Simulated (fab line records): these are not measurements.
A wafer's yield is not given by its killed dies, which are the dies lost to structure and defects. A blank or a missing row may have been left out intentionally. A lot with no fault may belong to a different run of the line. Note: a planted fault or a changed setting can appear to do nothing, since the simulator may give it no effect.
fab line records	flow nand_harc
record lots=11	wafers=33	last_day=32
route steps=1302 shown A_CONTACT@1082 END@1302
lots that met no fault: taken from a fault-free run of the same line
start_h: hours from the record's first day to the start of the lot's first wafer shown	wait_h: how many hours have passed since the lot's step before this one	" as in the row above	L1.1+2: one row covering several wafers at once	- no value present, or no start provided	* or withheld: withheld	< > ~ a bound
route shown NAME@n: NAME is a module with steps in the file, n the number in the route of the first one	usual: the fault-free wafers' mean and standard deviation	same: alike in all rows	chamber/n: place in a boat	sites: readings site by site	_std_site: how widely they spread, as a standard deviation	_edge_site: outer sites' mean less inner sites'	radius_mm: how far each site lies from the wafer's centre	mask NAME#n: copy n	behind: the tool/chamber that last shaped the wafer	hold: reason for holding the lot/hours on hold/outcome of the hold	device: the transistor (n, p or np) that didn't switch	end of line: the same wafers' tests at the end of the route	step lacking rows: just its recipe	killed: not the wafer's yield, but the dies lost to structure and defects at the first sort	map: per-die view of a wafer (x killed, . not killed, _ where there is no die)
set.NAME: the setting as run; set.NAME@STEP: as run at that earlier step	model.NAME: the simulator's own value behind a step, which no gauge read
route steps across a sampled set of lots; one table per step, one row per wafer
services: when a tool's chamber went out of use (start_h, in hours from the record's first day, below 0 if earlier), for how many hours, and the reason
## steps
# step NHARC_A_CONTACT_ETCH_88
# recipe target_depth_a=390	over_etch_frac=0.3	time_s=65	ion_energy_ev=80	cf4_flow_sccm=150	ar_flow_sccm=0	rf_w=300	bias_w=100	chemistry=CF4
# usual cf4_flow_sccm=149.9/0.48	drypump_motor_current_A=5.9/0.58	oes_product_au=0.997/0.0089	rf_vpp_V=151.2/1.2	showerhead_plenum_p_Torr=1.76/0.072	throttle_valve_pct=13.285/0.01
lot.wafer	tool	chamber	start_h	wait_h	cf4_flow_sccm	drypump_motor_current_A	oes_product_au	rf_hours_counter_h	rf_vpp_V	showerhead_plenum_p_Torr	throttle_valve_pct
L830.1	rie_diel-05	3	537.72	0.1	149.7	5.8	0.997	34	151.5	1.81	13.286
L830.3	"	1	"	"	149.0	6.1	0.990	43	151.5	1.65	13.293
L830.5	"	0	"	"	149.6	5.7	1.005	-	152.4	1.74	13.287
L829.3	rie_diel-03	3	538.94	0.1	150.2	5.9	1.010	24	151.7	1.90	13.271
L829.5	"	1	"	"	150.5	5.7	1.004	-	150.4	1.78	13.284
L829.6	"	2	"	"	149.4	4.9	1.011	-	150.6	1.76	13.294
L831.1	rie_diel-05	1	555.99	0.1	149.0	6.2	1.001	49	148.7	1.65	13.289
L831.2	"	3	"	"	149.9	5.7	0.982	45	151.8	1.81	13.294
L831.5	"	0	"	"	149.9	5.7	1.008	-	151.1	1.74	13.299
L832.4	rie_diel-04	0	578.14	0.1	150.2	4.8	0.997	7	148.8	1.70	13.279
L832.1	"	2	"	"	150.0	6.4	1.002	7	150.0	1.75	13.278
L832.3	"	3	"	"	150.3	6.5	1.001	6	151.0	1.73	13.282
L835.1	rie_diel-04	0	589.25	0.1	150.6	4.8	0.995	8	150.2	1.70	13.285
L835.4	"	1	"	"	150.3	6.4	0.976	8	153.3	1.90	13.283
L835.5	"	1	"	"	150.2	6.5	0.988	-	151.9	1.90	13.289
L836.4	rie_diel-05	3	609.77	0.1	149.4	5.7	1.000	3	151.2	1.80	13.283
L836.5	"	1	"	"	149.8	6.1	0.992	-	148.6	1.65	13.294
L836.6	"	2	"	"	149.6	5.4	1.004	-	151.4	1.75	13.291
L837.2	rie_diel-04	3	624.12	0.1	149.6	6.5	0.998	12	151.5	1.73	13.294
L837.4	"	1	"	"	149.7	6.4	0.992	14	153.2	1.90	13.269
L837.5	"	3	"	"	149.5	6.5	1.001	-	149.7	1.73	13.277
L839.4	rie_diel-04	2	625.99	0.1	149.5	6.4	1.007	14	150.5	1.75	13.278
L839.2	"	3	"	"	149.2	6.4	0.999	12	149.4	1.73	13.283
L839.3	"	0	"	"	150.0	4.8	0.999	15	150.6	1.70	13.288
L838.1	rie_diel-05	1	629.01	0.1	150.4	6.2	0.992	14	149.5	1.65	13.293
L838.2	"	3	"	"	149.8	5.8	0.999	10	151.6	1.80	13.280
L838.6	"	2	"	"	150.6	5.4	0.987	-	151.3	1.75	13.293
L843.2	rie_diel-04	2	667.23	0.1	149.3	6.4	0.991	24	151.4	1.75	13.283
L843.1	"	3	"	"	150.0	6.4	1.001	21	150.8	1.73	13.291
L843.6	"	3	"	"	149.6	6.4	1.004	-	150.6	1.73	13.292
L848.3	rie_diel-05	1	719.39	0.1	149.9	6.1	0.981	42	149.6	1.64	13.294
L848.1	"	2	"	"	150.3	5.3	0.985	42	151.8	1.74	13.292
L848.2	"	3	"	"	148.9	5.7	0.986	38	151.9	1.79	13.281
# step NHARC_A_CONTACT_ETCH_31
# recipe target_depth_a=28000	over_etch_frac=0.3	time_s=728	ion_energy_ev=150	o2_flow_sccm=400	cos_flow_sccm=20	ar_flow_sccm=0	rf_w=500	bias_w=300	chemistry=O2/COS
# usual drypump_motor_current_A=6.0/0.56	oes_product_au=0.996/0.0092	rf_vpp_V=314.1/2	showerhead_plenum_p_Torr=3.11/0.13	throttle_valve_pct=28.329/0.0087
lot.wafer	tool	chamber	start_h	wait_h	drypump_motor_current_A	oes_product_au	rf_hours_counter_h	rf_vpp_V	showerhead_plenum_p_Torr	throttle_valve_pct
L830.3	rie_diel-05	3	-	-	5.7	1.000	35	313.7	3.20	28.333
L830.1	"	1	"	"	6.1	0.982	43	310.2	2.91	28.328
L830.5	"	3	"	"	5.8	0.995	-	315.1	3.20	28.328
L829.3	rie_diel-03	0	-	-	6.5	1.012	24	316.2	3.21	28.349
L829.5	"	0	"	"	6.5	0.998	-	314.8	3.21	28.329
L829.6	"	1	"	"	5.7	0.997	-	314.2	3.15	28.317
L831.2	rie_diel-05	0	-	-	5.7	1.020	42	314.7	3.07	28.334
L831.1	"	1	"	"	6.1	0.992	49	311.6	2.91	28.326
L831.5	"	3	"	"	5.8	1.003	-	315.9	3.19	28.331
L832.3	rie_diel-04	1	-	-	6.4	0.985	8	317.5	3.36	28.341
L832.1	"	2	"	"	6.4	1.007	8	314.1	3.09	28.340
L832.4	"	0	"	"	4.8	0.996	8	313.8	3.00	28.324
L835.4	rie_diel-04	2	-	-	6.4	1.012	9	313.4	3.09	28.333
L835.1	"	3	"	"	6.5	0.997	8	314.2	3.05	28.325
L835.5	"	1	"	"	6.5	0.995	-	317.4	3.36	28.335
L836.4	rie_diel-05	1	-	-	6.2	0.985	4	311.6	2.90	28.332
L836.6	"	1	"	"	6.1	0.990	-	311.3	2.90	28.325
L836.5	"	2	"	"	5.4	1.002	-	312.9	3.08	28.332
L837.2	rie_diel-04	3	-	-	6.5	1.003	12	312.6	3.05	28.314
L837.4	"	0	"	"	4.8	0.983	14	311.6	3.00	28.325
L837.5	"	3	"	"	6.5	1.004	-	311.8	3.05	28.341
L839.2	rie_diel-04	3	-	-	6.5	0.994	13	313.5	3.05	28.325
L839.3	"	0	"	"	4.8	0.995	15	312.0	2.99	28.306
L839.4	"	1	"	"	6.5	0.993	15	317.9	3.35	28.336
L838.2	rie_diel-05	0	-	-	5.7	0.995	14	313.9	3.06	28.332
L838.1	"	1	"	"	6.2	0.985	14	310.5	2.90	28.319
L838.6	"	0	"	"	5.7	0.996	-	313.4	3.06	28.317
L843.2	rie_diel-04	3	-	-	6.5	1.002	21	313.6	3.04	28.319
L843.1	"	2	"	"	6.4	1.000	24	314.5	3.08	28.316
L843.6	"	2	"	"	6.4	0.996	-	314.0	3.08	28.319
L848.3	rie_diel-05	1	-	-	6.1	0.995	47	310.5	2.89	28.317
L848.1	"	2	"	"	5.4	0.996	46	313.1	3.06	28.335
L848.2	"	3	"	"	5.7	0.997	40	313.4	3.17	28.312
# step NHARC_A_CONTACT_CVD_19
# recipe target_thk_a=3000	temp_c=300	pressure_torr=40	wf6_flow_sccm=40	h2_flow_sccm=1600	ar_flow_sccm=1560	time_s=802	material=W
# usual heater_power_w=460/38	susceptor_temp_C=300.01/0.17	throttle_valve_pct=7.88/0.25
lot.wafer	tool	chamber	start_h	wait_h	heater_power_w	susceptor_temp_C	throttle_valve_pct
L830.1	cvd_w-01	0	542.65	-	440	299.80	7.74
L830.3	"	1	"	"	458	299.62	8.04
L830.5	"	1	"	"	469	300.26	8.01
L829.3	cvd_w-02	1	543.95	-	524	299.83	7.45
L829.6	"	0	"	"	501	299.67	8.18
L829.5	"	1	"	"	521	299.76	7.56
L831.2	cvd_w-02	0	560.27	-	514	300.07	8.21
L831.1	"	1	"	"	523	300.20	7.63
L831.5	"	1	"	"	510	300.08	7.71
L832.1	cvd_w-01	1	582.50	-	466	-	8.07
L832.4	"	1	"	"	454	-	7.87
L832.3	"	0	"	"	409	-	7.70
L835.1	cvd_w-01	1	594.68	-	450	-	8.15
L835.4	"	1	"	"	453	-	7.91
L835.5	"	0	"	"	413	-	7.64
L836.4	cvd_w-02	0	614.79	-	499	300.04	8.26
L836.5	"	0	"	"	510	300.06	8.25
L836.6	"	1	"	"	528	299.99	7.50
L837.2	cvd_w-01	0	628.40	-	425	-	7.73
L837.4	"	0	"	"	410	-	7.82
L837.5	"	1	"	"	446	-	8.36
L839.2	cvd_w-01	0	630.37	-	407	299.92	7.60
L839.4	"	1	"	"	466	300.13	7.69
L839.3	"	0	"	"	412	300.09	7.64
L839.2	cvd_w-01	0	631.37	0.9	420	300.01	7.83
L839.4	"	1	"	"	453	300.03	8.04
L839.3	"	0	"	"	415	300.13	7.55
L838.1	cvd_w-01	0	633.28	-	410	299.92	7.61
L838.2	"	1	"	"	463	299.99	8.03
L838.6	"	1	"	"	447	299.90	8.09
L843.1	cvd_w-01	1	671.72	-	459	-	7.98
L843.2	"	0	"	"	418	-	7.96
L843.6	"	1	"	"	464	-	7.92
L843.1	cvd_w-01	1	672.70	0.9	456	-	7.95
L843.2	"	0	"	"	415	-	7.44
L843.6	"	1	"	"	466	-	7.93
L848.2	cvd_w-01	1	726.45	-	454	299.95	8.04
L848.1	"	0	"	"	408	300.04	7.80
L848.3	"	0	"	"	421	300.01	8.05
# step NHARC_A_CONTACT_CMP_20
# recipe t_overpolish_s=30	target_thk_nm=300
# usual motor_current_A=12.0/1.1	overpolish_run_s=30.000/0.0086	pad_life_wafers=157/110	time_to_endpoint_s=61/3.8
lot.wafer	tool	chamber	start_h	wait_h	motor_current_A	overpolish_run_s	pad_life_wafers	time_to_endpoint_s
L830.3	cmp-02	2	543.59	0.4	12.0	29.979	56	56
L830.1	"	3	"	"	11.2	29.992	57	57
L830.5	"	0	"	"	10.3	29.994	-	63
L829.3	cmp-02	1	544.55	0.5	12.4	29.987	63	63
L829.5	"	2	"	"	13.0	30.007	-	59
L829.6	"	3	"	"	11.1	29.991	-	61
L831.1	cmp-03	1	561.18	0.7	14.2	29.997	13	64
L831.2	"	2	"	"	10.3	29.985	14	61
L831.5	"	0	"	"	12.5	30.013	-	67
L832.4	cmp-02	3	583.38	0.5	11.1	29.978	228	64
L832.1	"	1	"	"	12.7	29.990	230	64
L832.3	"	2	"	"	12.2	30.000	231	59
L835.4	cmp-02	3	595.59	0.5	11.7	29.984	271	61
L835.1	"	1	"	"	12.5	29.996	273	62
L835.5	"	2	"	"	12.5	30.001	-	60
L836.4	cmp-04	3	615.45	0.5	12.9	29.998	37	59
L836.6	"	2	"	"	11.6	29.985	-	60
L836.5	"	3	"	"	12.8	29.999	-	56
L837.2	cmp-04	2	629.28	0.8	12.3	30.005	60	57
L837.4	"	0	"	"	11.9	30.009	62	60
L837.5	"	2	"	"	12.0	29.994	-	56
L839.3	cmp-04	2	632.28	0.5	11.8	30.005	76	117
L839.2	"	3	"	"	12.4	30.001	77	117
L839.4	"	0	"	"	12.4	29.994	78	119
L838.2	cmp-02	3	634.17	0.6	11.0	30.010	6	64
L838.1	"	2	"	"	12.5	30.015	9	59
L838.6	"	3	"	"	11.0	30.006	-	60
L843.2	cmp-04	2	673.74	0.8	11.4	29.997	227	120
L843.1	"	3	"	"	13.0	29.982	228	124
L843.6	"	0	"	"	12.1	29.998	-	126
L848.1	cmp-03	3	727.34	0.6	12.4	30.007	132	63
L848.2	"	0	"	"	11.5	30.020	133	63
L848.3	"	2	"	"	10.5	30.005	135	63
# step NHARC_A_CONTACT_INSPECT_23
# usual raw_defect_count=474/110
lot.wafer	tool	chamber	start_h	wait_h	raw_defect_count
L830.1	defect_inspect-02	-	543.95	0.1	359
L830.3	"	-	"	"	443
L830.5	"	-	"	"	502
L829.3	defect_inspect-02	-	544.88	0.1	328
L829.5	"	-	"	"	514
L829.6	"	-	"	"	526
L831.1	defect_inspect-01	-	561.55	0.1	448
L831.2	"	-	"	"	621
L831.5	"	-	"	"	720
L832.1	defect_inspect-01	-	583.78	0.1	471
L832.3	"	-	"	"	579
L832.4	"	-	"	"	476
L835.1	defect_inspect-02	-	595.97	0.1	346
L835.4	"	-	"	"	492
L835.5	"	-	"	"	347
L836.4	defect_inspect-01	-	615.83	0.1	463
L836.5	"	-	"	"	504
L836.6	"	-	"	"	569
L837.2	defect_inspect-01	-	629.68	0.1	319
L837.4	"	-	"	"	442
L837.5	"	-	"	"	436
L839.2	defect_inspect-02	-	632.68	0.1	395
L839.3	"	-	"	"	592
L839.4	"	-	"	"	434
L838.1	defect_inspect-02	-	634.57	0.1	458
L838.2	"	-	"	"	559
L838.6	"	-	"	"	319
L843.1	defect_inspect-01	-	674.09	0.1	456
L843.2	"	-	"	"	504
L843.6	"	-	"	"	520
L848.1	defect_inspect-02	-	727.75	0.1	428
L848.2	"	-	"	"	364
L848.3	"	-	"	"	426
# step NHARC_END_SORT_01
# recipe temp_c=25
# usual killed_at_array=65/19	killed_at_other=0.9/1.1	killed_at_periphery=3.5/2.3	killed_dies=69/19	killed_open=3.2/1.8	killed_short=2.4/1.5
# same gross_dies=677
lot.wafer	tool	chamber	start_h	wait_h	killed_at_array	killed_at_other	killed_at_periphery	killed_dies	killed_open	killed_short
L835.1	prober-01	0	639.94	2.5	63	0	5	68	2	1
L835.4	prober-01	0	642.34	3.4	57	1	6	64	6	1
L835.5	prober-01	0	643.14	3.7	66	3	5	74	2	3
L839.2	prober-01	0	682.78	2.8	72	1	5	78	4	5
L839.3	prober-01	0	683.60	3.1	76	0	2	78	2	1
L839.4	prober-01	0	684.41	3.4	62	1	2	65	4	3
L837.2	prober-02	0	684.67	2.8	84	0	3	87	4	2
L837.4	prober-02	0	686.26	3.4	91	0	4	95	7	4
L837.5	prober-02	0	687.05	3.7	87	2	3	92	7	0
# killed by level:class
L835.1 A_CHANNEL_HOLE_D1:chamber_film_flake=33 A_CHANNEL_HOLE_D2:chamber_film_flake=16 A_CONTACT:chamber_film_flake=6 A_DECK1_JOINT:chamber_film_flake=4 P_CONTACT:geometric_particle:open=1 P_M0:geometric_particle:open=1 A_ONON_D1:geometric_particle:short=1 P_ZERO_WELL:chamber_film_flake=1
L835.4 A_CHANNEL_HOLE_D1:chamber_film_flake=30 A_CHANNEL_HOLE_D2:chamber_film_flake=12 A_SLIT:chamber_film_flake=5 A_CONTACT:chamber_film_flake=4 P_GATE:geometric_particle:open=2 P_GATE:chamber_film_flake=2 P_CONTACT:geometric_particle:open=1 A_SOURCE_PLATE:geometric_particle:open=1
L835.5 A_CHANNEL_HOLE_D1:chamber_film_flake=35 A_CHANNEL_HOLE_D2:chamber_film_flake=17 A_CONTACT:chamber_film_flake=7 P_GATE:chamber_film_flake=2 A_STAIRCASE:chamber_film_flake=2 THIN_TSV:chamber_film_flake=2 P_CONTACT:geometric_particle:open=1 P_M0:geometric_particle:short=1
L839.2 A_CHANNEL_HOLE_D1:chamber_film_flake=33 A_CHANNEL_HOLE_D2:chamber_film_flake=19 A_STAIRCASE:chamber_film_flake=5 A_CONTACT:chamber_film_flake=5 A_CHANNEL_FILL_D1:geometric_particle:short=3 P_ZERO_WELL:chamber_film_flake=2 P_STI:chamber_film_flake=2 P_GATE:geometric_particle:open=1
L839.3 A_CHANNEL_HOLE_D1:chamber_film_flake=37 A_CHANNEL_HOLE_D2:chamber_film_flake=18 A_CONTACT:chamber_film_flake=10 A_STAIRCASE:chamber_film_flake=4 A_WL_FILL:chamber_film_flake=4 P_CONTACT:geometric_particle:open=1 P_M0:geometric_particle:open=1 A_CHANNEL_FILL_D2:geometric_particle:short=1
L839.4 A_CHANNEL_HOLE_D1:chamber_film_flake=32 A_CHANNEL_HOLE_D2:chamber_film_flake=19 A_CHANNEL_FILL_D1:geometric_particle:short=2 A_STAIRCASE:chamber_film_flake=2 A_CONTACT:chamber_film_flake=2 P_CONTACT:geometric_particle:open=1 P_M1:geometric_particle:open=1 A_ONON_D2:geometric_particle:open=1
L837.2 A_CHANNEL_HOLE_D1:chamber_film_flake=34 A_SLIT:chamber_film_flake=31 A_STAIRCASE:chamber_film_flake=7 A_CHANNEL_FILL_D1:chamber_film_flake=2 A_WL_FILL:chamber_film_flake=2 P_CONTACT:geometric_particle:short=1 A_ONON_D2:geometric_particle:open=1 A_SGD_CUT:geometric_particle:short=1
L837.4 A_CHANNEL_HOLE_D1:chamber_film_flake=36 A_SLIT:chamber_film_flake=34 A_STAIRCASE:chamber_film_flake=7 A_SGD_CUT:chamber_film_flake=3 A_DECK1_JOINT:geometric_particle:short=2 A_ONON_D2:geometric_particle:open=2 A_CHANNEL_FILL_D2:geometric_particle:open=2 P_STI:chamber_film_flake=2
L837.5 A_SLIT:chamber_film_flake=34 A_CHANNEL_HOLE_D1:chamber_film_flake=30 A_SGD_CUT:chamber_film_flake=6 A_STAIRCASE:chamber_film_flake=4 A_CONTACT:chamber_film_flake=3 A_CHANNEL_HOLE_D2:chamber_film_flake=2 A_WL_FILL:chamber_film_flake=2 THIN_TSV:chamber_film_flake=2
## services
tool	chamber	start_h	hours	kind
cmp-02	-	529.00	4.0	pm
rie_diel-04	-	531.90	9.0	pm
cvd_w-01	-	547.49	13.0	pm
rie_diel-04	3	553.18	5.9	repair
cmp-02	-	562.30	4.1	repair
cvd_w-01	-	577.20	1.9	repair
rie_diel-04	-	581.88	0.7	repair
rie_diel-05	-	584.74	9.0	pm
cmp-04	-	601.03	4.0	pm
cmp-02	-	604.48	1.1	repair
cvd_w-01	-	607.08	0.7	repair
cmp-04	-	611.71	1.5	repair
cvd_w-01	-	623.55	0.5	repair
cmp-04	-	626.50	0.6	repair
cmp-02	-	627.00	4.0	pm
rie_diel-04	1	637.44	7.2	repair
cmp-02	-	639.45	1.6	repair
rie_diel-05	-	650.31	0.5	repair
rie_diel-04	0	663.33	5.6	repair
rie_diel-04	0	674.89	6.6	repair
cmp-04	-	685.11	22.5	repair
rie_diel-05	1	698.23	15.0	repair
rie_diel-04	-	708.90	9.0	pm
cmp-02	-	725.00	4.0	pm
## key
first_sign step=NHARC_A_CONTACT_CVD_19	reading=visit	direction=added
effect step=NHARC_A_CONTACT_CMP_20	reading=time_to_endpoint_s	direction=up	sigmas=16	usual=*	struck=*
met_at NHARC_A_CONTACT_CVD_19
struck_lots L839,L843
tester_left_out L839,L843
not_acting_at NHARC_A_CONTACT_ETCH_88,NHARC_A_CONTACT_ETCH_31,NHARC_A_CONTACT_INSPECT_23
fault kind=repeated_step_whole	tool=cvd_w-01,cvd_w-02	chamber=-	onset_h=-	steps=NHARC_A_CONTACT_CVD_19	times=1	scope=struck_lots_only
# tester_left_out: of these lots the tester's yield and bins aren't shown, on N5 and GAA mostly nor the transistor test; their killed dies are dies lost to structure and defects alone, not to doping, threshold or leakage, so they don't give the yield
